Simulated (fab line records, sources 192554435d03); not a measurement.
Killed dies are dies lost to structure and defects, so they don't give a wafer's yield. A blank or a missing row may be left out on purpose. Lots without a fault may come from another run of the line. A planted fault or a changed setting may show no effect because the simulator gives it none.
One fault seen from 3 desks | flow n5_finfet | each desk has only its own numbers; what lay behind them comes last

THE TOOL OWNER'S DESK: implanter-02
The tool's own readings at N5_WELL_APT_IMPLANT_15: means of the sampled wafers that have a number, for each lot that ran on this tool. A lot is out of limits, marked OUT, if its mean lies more than 4 standard deviations from the usual mean; the brackets give that distance.
Columns: A = dose_ions_cm2 at N5_WELL_APT_IMPLANT_15, usual 1.5e+13; B = faraday_current_uA at N5_WELL_APT_IMPLANT_15, usual 191
lot  | first seen here | A                         | B
L467 | day 1 14:14     | 1.5e+13                   | 187
L469 | day 2 02:26     | 1.5e+13                   | 193
L473 | day 3 02:03     | 1.5e+13                   | 192
L474 | day 3 08:27     | 1.5e+13                   | 189
L480 | day 4 20:17     | 2.2e+13 (+99 or more) OUT | 279 (+24) OUT
L481 | day 5 02:07     | 2.2e+13 (+99 or more) OUT | 283 (+25) OUT
This desk's finding: out of limits on L480, L481; first on L480, day 4 20:17 (dose_ions_cm2 at N5_WELL_APT_IMPLANT_15). In limits: L467, L469, L473, L474.

THE METROLOGY DESK
What the gauges read, lot by lot, whatever tool the lot ran on: means of the sampled wafers that have a number. A lot is out of limits, marked OUT, if its mean lies more than 4 standard deviations from the usual mean; the brackets give that distance. Of its 12 readings 7 are shown: the one that was out of limits first, and those that lie furthest out on some lot.
Columns: A = CJ_P at N5_BEOL_M4_RC_MEAS_101, usual 5.73; B = DIBL_N at N5_BEOL_M4_RC_MEAS_101, usual 35.8 mV/V; C = DIBL_P at N5_BEOL_M4_RC_MEAS_101, usual 35.3 mV/V; D = IOFF_P at N5_BEOL_M4_RC_MEAS_101, usual 0.194 nA/um; E = IOFF_P_LONG at N5_BEOL_M4_RC_MEAS_101, usual 0.000102 nA/um; F = ION_N at N5_BEOL_M4_RC_MEAS_101, usual 667 uA/um; G = VT_P at N5_BEOL_M4_RC_MEAS_101, usual -252 mV
lot  | first seen here | A               | B    | C    | D     | E        | F   | G
L467 | day 9 17:53     | 5.60            | 34.9 | 35.1 | 0.173 | 0.000093 | 667 | -255
L469 | day 10 07:59    | 5.62            | 36.6 | 36.7 | 0.207 | 0.000094 | 667 | -252
L472 | day 11 08:04    | 5.71            | 33.3 | 32.5 | 0.147 | 0.000098 | 658 | -255
L473 | day 11 20:26    | 5.87            | 35.0 | 34.3 | 0.161 | 0.000094 | 649 | -257
L474 | day 12 05:59    | 5.77            | 34.2 | 35.8 | 0.210 | 0.000113 | 674 | -248
L480 | day 12 22:57    | 6.76 (+6.4) OUT | 36.1 | 34.8 | 0.181 | 0.000131 | 662 | -253
L483 | day 14 01:35    | 5.88            | 35.0 | 34.1 | 0.183 | 0.000105 | 658 | -252
L481 | day 14 05:40    | 6.85 (+7.0) OUT | 37.7 | 34.9 | 0.202 | 0.000131 | 678 | -251
L488 | day 15 08:19    | 5.65            | 35.1 | 36.1 | 0.190 | 0.000101 | 669 | -252
L489 | day 15 11:44    | 5.75            | 37.0 | 35.5 | 0.218 | 0.000102 | 676 | -250
This desk's finding: out of limits on L480, L481; first on L480, day 12 22:57 (CJ_P at N5_BEOL_M4_RC_MEAS_101). In limits: L467, L469, L472, L473, L474, L483, L488, L489.

THE DEFECT DESK
What the inspections along the route counted, lot by lot: means of the sampled wafers that have a number. A lot is out of limits, marked OUT, if its mean lies more than 4 standard deviations from the usual mean; the brackets give that distance.
Columns: A = raw_defect_count at N5_WELL_APT_INSPECT_27, usual 2.0; B = raw_defect_count at N5_WELL_APT_INSPECT_38, usual 14
lot  | first seen here | A   | B
L467 | day 1 15:03     | 2.3 | 23
L469 | day 2 03:23     | 1.3 | 13
L472 | day 2 21:44     | 3.3 | 13
L473 | day 3 02:52     | 1.3 | 14
L474 | day 3 09:23     | 1.7 | 8
L480 | day 4 21:07     | 1.7 | 13
L481 | day 5 02:57     | 2.3 | 12
L483 | day 5 16:13     | 2.3 | 10
L488 | day 6 20:45     | 1.3 | 17
L489 | day 7 03:13     | 2.0 | 10
This desk's finding: nothing out of limits on any of the 10 lots.

PUT TOGETHER
The tool owner's desk could have raised an alarm at day 4 20:17, on L480, L481.
The metrology desk could have raised an alarm at day 12 22:57, on L480, L481.
The defect desk saw nothing out of limits.
The defect desk has L480, L481 on record, within its limits.
Of the lots named, all ran N5_WELL_APT_IMPLANT_15 on implanter-02.

WHAT THE SIMULATOR HAD PUT IN
Process parameter drift: implanter-02, from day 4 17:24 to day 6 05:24, at N5_WELL_APT_IMPLANT_15. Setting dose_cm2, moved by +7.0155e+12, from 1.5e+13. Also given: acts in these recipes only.
Lots struck among those shown: L480, L481.
Hours from the fault's start to each desk's first reading out of limits: the tool owner's desk, 3; the metrology desk, 198.
